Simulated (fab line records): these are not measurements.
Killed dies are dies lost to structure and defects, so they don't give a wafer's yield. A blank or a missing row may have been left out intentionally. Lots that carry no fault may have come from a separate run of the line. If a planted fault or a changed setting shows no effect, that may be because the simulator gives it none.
Which tool was responsible? || flow n5-finfet || 24 lots with 72 wafers sampled at 3 steps, on a route of 1938 steps

== WHAT THE GAUGES SHOWED, per wafer ==
N5_BEOL_M9_RS_MEAS_57: a four-point-probe measurement. Usual: M9_RS typically reads 0.149 ohm/sq, with standard deviation 0.0032.
{"lot": "L074", "measured": "day 9 15:38", "on": "film-metro-01", "M9_RS (ohm/sq)": "0.150 0.144 0.148", "flag": ""}
{"lot": "L075", "measured": "day 10 00:37", "on": "film-metro-01", "M9_RS (ohm/sq)": "0.145 0.147 0.148", "flag": ""}
{"lot": "L076", "measured": "day 10 03:20", "on": "film-metro-01", "M9_RS (ohm/sq)": "0.146 0.148 0.147", "flag": ""}
{"lot": "L077", "measured": "day 10 19:29", "on": "film-metro-01", "M9_RS (ohm/sq)": "0.148 0.146 0.148", "flag": ""}
{"lot": "L079", "measured": "day 11 02:39", "on": "film-metro-01", "M9_RS (ohm/sq)": "0.149 0.147 0.149", "flag": ""}
{"lot": "L078", "measured": "day 11 02:42", "on": "film-metro-01", "M9_RS (ohm/sq)": "0.150 0.152 0.148", "flag": ""}
{"lot": "L082", "measured": "day 11 05:06", "on": "film-metro-02", "M9_RS (ohm/sq)": "0.146 0.151 0.147", "flag": ""}
{"lot": "L080", "measured": "day 11 11:30", "on": "film-metro-02", "M9_RS (ohm/sq)": "0.152 0.148 0.154", "flag": ""}
{"lot": "L081", "measured": "day 11 20:58", "on": "film-metro-02", "M9_RS (ohm/sq)": "0.148 0.147 0.148", "flag": ""}
{"lot": "L083", "measured": "day 11 21:35", "on": "film-metro-02", "M9_RS (ohm/sq)": "0.149 0.155 0.148", "flag": ""}
{"lot": "L084", "measured": "day 12 13:46", "on": "film-metro-01", "M9_RS (ohm/sq)": "0.150 0.148 0.150", "flag": ""}
{"lot": "L085", "measured": "day 12 15:08", "on": "film-metro-01", "M9_RS (ohm/sq)": "0.148 0.147 0.148", "flag": ""}
{"lot": "L086", "measured": "day 13 09:00", "on": "film-metro-01", "M9_RS (ohm/sq)": "0.148 0.148 0.151", "flag": ""}
{"lot": "L087", "measured": "day 13 11:23", "on": "film-metro-01", "M9_RS (ohm/sq)": "0.158 0.153 0.158", "flag": ""}
{"lot": "L088", "measured": "day 13 11:32", "on": "film-metro-01", "M9_RS (ohm/sq)": "0.149 0.148 0.149", "flag": ""}
{"lot": "L089", "measured": "day 13 13:20", "on": "film-metro-02", "M9_RS (ohm/sq)": "0.154 0.148 0.153", "flag": ""}
{"lot": "L090", "measured": "day 13 18:43", "on": "film-metro-01", "M9_RS (ohm/sq)": "0.149 0.147 0.147", "flag": ""}
{"lot": "L091", "measured": "day 13 20:31", "on": "film-metro-01", "M9_RS (ohm/sq)": "0.146 0.147 0.149", "flag": ""}
{"lot": "L092", "measured": "day 14 13:58", "on": "film-metro-01", "M9_RS (ohm/sq)": "0.159 0.157 0.152", "flag": ""}
{"lot": "L093", "measured": "day 14 18:37", "on": "film-metro-02", "M9_RS (ohm/sq)": "0.150 0.148 0.147", "flag": ""}
{"lot": "L095", "measured": "day 15 11:33", "on": "film-metro-01", "M9_RS (ohm/sq)": "0.150 0.149 0.152", "flag": ""}
{"lot": "L094", "measured": "day 15 11:49", "on": "film-metro-02", "M9_RS (ohm/sq)": "0.147 0.151 0.145", "flag": ""}
{"lot": "L096", "measured": "day 15 15:08", "on": "film-metro-02", "M9_RS (ohm/sq)": "0.147 0.147 0.147", "flag": ""}
{"lot": "L097", "measured": "day 16 09:47", "on": "film-metro-02", "M9_RS (ohm/sq)": "0.156 0.145 0.155", "flag": ""}

N5_BEOL_M10_CD_MEAS_11: the cd target is 64.1 nm. Usual: cd-nm 64.1 nm, standard deviation 0.56.
{"lot": "L074", "measured": "day 9 17:35", "on": "cd-sem-02", "cd-nm (nm)": "64.8 63.9 64.7", "flag": ""}
{"lot": "L075", "measured": "day 10 03:50", "on": "cd-sem-03", "cd-nm (nm)": "64.2 63.4 63.8", "flag": ""}
{"lot": "L076", "measured": "day 10 04:59", "on": "cd-sem-01", "cd-nm (nm)": "63.8 63.3 64.0", "flag": ""}
{"lot": "L077", "measured": "day 11 00:07", "on": "cd-sem-03", "cd-nm (nm)": "64.2 63.8 64.5", "flag": ""}
{"lot": "L079", "measured": "day 11 04:47", "on": "cd-sem-03", "cd-nm (nm)": "63.3 62.6 62.7", "flag": ""}
{"lot": "L078", "measured": "day 11 04:52", "on": "cd-sem-03", "cd-nm (nm)": "64.5 63.8 64.4", "flag": ""}
{"lot": "L082", "measured": "day 11 07:43", "on": "cd-sem-01", "cd-nm (nm)": "64.5 64.3 65.1", "flag": ""}
{"lot": "L080", "measured": "day 11 12:44", "on": "cd-sem-03", "cd-nm (nm)": "65.0 64.3 65.4", "flag": ""}
{"lot": "L081", "measured": "day 12 01:22", "on": "cd-sem-03", "cd-nm (nm)": "64.6 64.3 65.0", "flag": ""}
{"lot": "L083", "measured": "day 12 01:36", "on": "cd-sem-02", "cd-nm (nm)": "64.3 64.9 63.3", "flag": ""}
{"lot": "L084", "measured": "day 12 15:46", "on": "cd-sem-01", "cd-nm (nm)": "64.5 63.7 64.2", "flag": ""}
{"lot": "L085", "measured": "day 12 17:26", "on": "cd-sem-03", "cd-nm (nm)": "65.5 64.8 64.0", "flag": ""}
{"lot": "L086", "measured": "day 13 10:34", "on": "cd-sem-03", "cd-nm (nm)": "64.4 64.3 64.7", "flag": ""}
{"lot": "L087", "measured": "day 13 14:01", "on": "cd-sem-01", "cd-nm (nm)": "63.7 63.8 63.6", "flag": ""}
{"lot": "L088", "measured": "day 13 14:11", "on": "cd-sem-01", "cd-nm (nm)": "64.0 64.6 64.6", "flag": ""}
{"lot": "L089", "measured": "day 13 14:41", "on": "cd-sem-01", "cd-nm (nm)": "64.9 64.6 64.7", "flag": ""}
{"lot": "L090", "measured": "day 13 22:01", "on": "cd-sem-03", "cd-nm (nm)": "64.3 64.8 64.3", "flag": ""}
{"lot": "L091", "measured": "day 13 22:26", "on": "cd-sem-03", "cd-nm (nm)": "64.0 64.2 63.8", "flag": ""}
{"lot": "L092", "measured": "day 14 15:54", "on": "cd-sem-02", "cd-nm (nm)": "64.0 63.9 63.2", "flag": ""}
{"lot": "L093", "measured": "day 14 21:47", "on": "cd-sem-01", "cd-nm (nm)": "64.2 63.7 64.0", "flag": ""}
{"lot": "L095", "measured": "day 15 14:38", "on": "cd-sem-03", "cd-nm (nm)": "63.7 63.1 63.4", "flag": ""}
{"lot": "L094", "measured": "day 15 14:58", "on": "cd-sem-02", "cd-nm (nm)": "64.1 64.1 63.7", "flag": ""}
{"lot": "L096", "measured": "day 15 18:06", "on": "cd-sem-03", "cd-nm (nm)": "64.4 63.9 63.9", "flag": ""}
{"lot": "L097", "measured": "day 16 12:22", "on": "cd-sem-03", "cd-nm (nm)": "64.4 64.1 64.3", "flag": ""}

N5_BEOL_M10_OVL_MEAS_29. Usual: V9_OVL typically reads -0.1 nm, with standard deviation 0.85.
{"lot": "L074", "measured": "day 9 21:53", "on": "overlay-02", "V9_OVL (nm)": "-1.0 0.4 -0.1", "flag": ""}
{"lot": "L075", "measured": "day 10 06:11", "on": "overlay-01", "V9_OVL (nm)": "-0.6 -2.6 -1.4", "flag": ""}
{"lot": "L076", "measured": "day 10 06:21", "on": "overlay-01", "V9_OVL (nm)": "0.6 1.0 -0.4", "flag": ""}
{"lot": "L077", "measured": "day 11 01:16", "on": "overlay-02", "V9_OVL (nm)": "-1.0 -0.4 -1.5", "flag": ""}
{"lot": "L079", "measured": "day 11 08:40", "on": "overlay-01", "V9_OVL (nm)": "-1.4 -1.6 -0.8", "flag": ""}
{"lot": "L078", "measured": "day 11 08:31", "on": "overlay-02", "V9_OVL (nm)": "0.4 1.0 0.2", "flag": ""}
{"lot": "L082", "measured": "day 11 08:59", "on": "overlay-02", "V9_OVL (nm)": "0.6 -0.4 0.3", "flag": ""}
{"lot": "L080", "measured": "day 11 15:53", "on": "overlay-02", "V9_OVL (nm)": "-1.1 1.0 0.5", "flag": ""}
{"lot": "L081", "measured": "day 12 02:38", "on": "overlay-02", "V9_OVL (nm)": "0.0 0.8 0.7", "flag": ""}
{"lot": "L083", "measured": "day 12 02:41", "on": "overlay-02", "V9_OVL (nm)": "0.2 -0.2 0.0", "flag": ""}
{"lot": "L084", "measured": "day 12 18:43", "on": "overlay-01", "V9_OVL (nm)": "-0.8 -0.5 -0.4", "flag": ""}
{"lot": "L085", "measured": "day 12 18:53", "on": "overlay-01", "V9_OVL (nm)": "-1.0 -1.3 -0.5", "flag": ""}
{"lot": "L086", "measured": "day 13 13:04", "on": "overlay-01", "V9_OVL (nm)": "1.0 0.7 1.5", "flag": ""}
{"lot": "L087", "measured": "day 13 15:53", "on": "overlay-01", "V9_OVL (nm)": "0.9 0.8 0.9", "flag": ""}
{"lot": "L088", "measured": "day 13 16:04", "on": "overlay-01", "V9_OVL (nm)": "-0.5 -0.6 -1.8", "flag": ""}
{"lot": "L089", "measured": "day 13 16:14", "on": "overlay-02", "V9_OVL (nm)": "-0.8 -0.8 0.1", "flag": ""}
{"lot": "L090", "measured": "day 14 00:28", "on": "overlay-01", "V9_OVL (nm)": "0.7 1.1 1.5", "flag": ""}
{"lot": "L091", "measured": "day 14 00:17", "on": "overlay-02", "V9_OVL (nm)": "0.2 1.7 0.1", "flag": ""}
{"lot": "L092", "measured": "day 14 16:45", "on": "overlay-02", "V9_OVL (nm)": "-0.5 -0.8 -0.3", "flag": ""}
{"lot": "L093", "measured": "day 15 00:22", "on": "overlay-01", "V9_OVL (nm)": "0.2 0.9 0.3", "flag": ""}
{"lot": "L095", "measured": "day 15 17:13", "on": "overlay-01", "V9_OVL (nm)": "-1.0 -1.2 -1.0", "flag": ""}
{"lot": "L094", "measured": "day 15 17:23", "on": "overlay-02", "V9_OVL (nm)": "-1.2 0.5 -0.2", "flag": ""}
{"lot": "L096", "measured": "day 15 20:49", "on": "overlay-02", "V9_OVL (nm)": "0.7 0.7 -0.3", "flag": ""}
{"lot": "L097", "measured": "day 16 15:35", "on": "overlay-01", "V9_OVL (nm)": "-0.2 0.5 -0.8", "flag": ""}

== EACH LOT AND THE TOOL THAT RAN IT (in order: tool; ch and the chambers of the sampled wafers; start) ==
There is no process step in the record ahead of these readings.

== AS READ BY THE TOOLS THEMSELVES (means over the sampled wafers that have a number; for cases with no such wafer, the mark the record gives instead) ==
The record holds no such reading with a usual standard deviation.

== THE ANSWER, worked out from the rows above alone ==
Rule: a lot is off if the mean of its wafers that have a number lies more than 3 standard deviations from the usual mean. A lot without any number at a reading at which 4 lots or more have one is off too. Any other lot the step has rows for is counted as sound. The gauges are gone through in route order, then the tools' own readings, and for those a lot's mean is taken as printed above. The first step at which some lot is off is used, and at that step the reading that is off furthest; a lot without a number counts as furthest.
None of the lots is off at any reading shown; this tells nothing.

== WHAT THE SIMULATOR HAD PUT IN ==
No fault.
